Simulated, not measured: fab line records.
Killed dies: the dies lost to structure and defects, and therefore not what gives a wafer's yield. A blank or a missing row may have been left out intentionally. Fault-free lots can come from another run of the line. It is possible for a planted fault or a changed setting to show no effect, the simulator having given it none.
8D (eight disciplines) problem report, filled in by code || flow n5-finfet || the parts of the form that need people (team, actions taken, sign-off) are left out

== 1. THE ISSUE ==
Mean of run-length-s at N5_PASSIVATION_PASS_ETCH_47: 376.8 s across 5 wafers in 2 lots; on wafers with no fault it is 408.4 s (standard deviation 0.48). That puts it -66 standard deviations away from the usual mean.
The step: etches SiNx in CF4/O2, target depth 770 nm, time 385 s.
Seen first at day 14 21:43 on rie-diel-06, wafer L459.1. The record holds 33 wafers of 11 lots with a number at this step. Rule for "out" (also "out of limits"): further than 4 standard deviations from the usual mean. All remaining wafers that have a number are taken as sound.

== 2. WHAT THIS IS AND IS NOT ==
{"question": "which readings at this step", "is": "run-length-s", "is not": "O2_flow_sccm, drypump-motor-current-A, oes-product-au, rf-vpp-V, showerhead-plenum-p-Torr, throttle-valve-pct"}
{"question": "which lots", "is": "L459, L463", "is not": "L450, L451, L452, L453, L454, L455, L458, L468, L470"}
{"question": "which wafers of those lots", "is": "L459.1, L459.5, L459.6, L463.1, L463.5", "is not": "L463.2"}
{"question": "read on which tools", "is": "rie-diel-06", "is not": "rie-diel-02, rie-diel-05"}
{"question": "when", "is": "from day 14 21:43", "is not": "up to then (21 sound wafers); but 7 sound wafers of L463, L468, L470 came after"}

== 3. THE SUSPECTS, EACH WITH WHAT RULES IT OUT ==
Counting: if a tool at a process step up to the reading ran every lot that is out, it stays a suspect. Sound lots after the first of them don't rule it out here, since some wafers of a struck lot are sound.
- pvd-sputter-03 at N5_PASSIVATION_DEGAS_18 (time 60 s): kept. It ran every lot that is out, first L459 (day 14 17:33); its last sound lot up to then is L450 (day 12 05:23).
- rie-diel-06 at N5_PASSIVATION_PASS_ETCH_47 (etches SiNx in CF4/O2, target depth 770 nm, time 385 s): kept. It ran every lot that is out, first L459 (day 14 21:43); its last sound lot up to then is L458 (day 14 21:08). Its own run-length-s readings are out on those wafers.
The count leaves rie-diel-06 at N5_PASSIVATION_PASS_ETCH_47 and pvd-sputter-03 at N5_PASSIVATION_DEGAS_18.

== 4. THE CAUSE (what the simulator had put in) ==
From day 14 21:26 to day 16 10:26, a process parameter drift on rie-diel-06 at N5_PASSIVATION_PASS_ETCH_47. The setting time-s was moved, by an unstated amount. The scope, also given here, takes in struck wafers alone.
2 suspects survive the count, and this tool is in that group.

== 5. THE CHAIN OF EFFECTS, in route order ==
Each row: a reading whose mean over the struck wafers that have a number lies more than 3 standard deviations from the usual. Scope: only readings with a usual standard deviation given in the record; hours: median across lots of the time from each lot's start at the first step in this table that gives one to its start at this step; sigmas: change in usual standard deviations.
{"hours": 0, "step": "N5_PASSIVATION_PASS_ETCH_47", "reading": "run-length-s", "usual": "408.4 s", "on struck wafers": 376.8, "change": -31.6, "sigmas": -66}
The process steps in it:
- N5_PASSIVATION_PASS_ETCH_47: etches SiNx in CF4/O2, target depth 770 nm, time 385 s.

== 6. WHAT WOULD HAVE CAUGHT IT SOONER ==
The fault began at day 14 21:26; the first out-of-limits reading in this record came at day 14 21:43, 0 hours later.
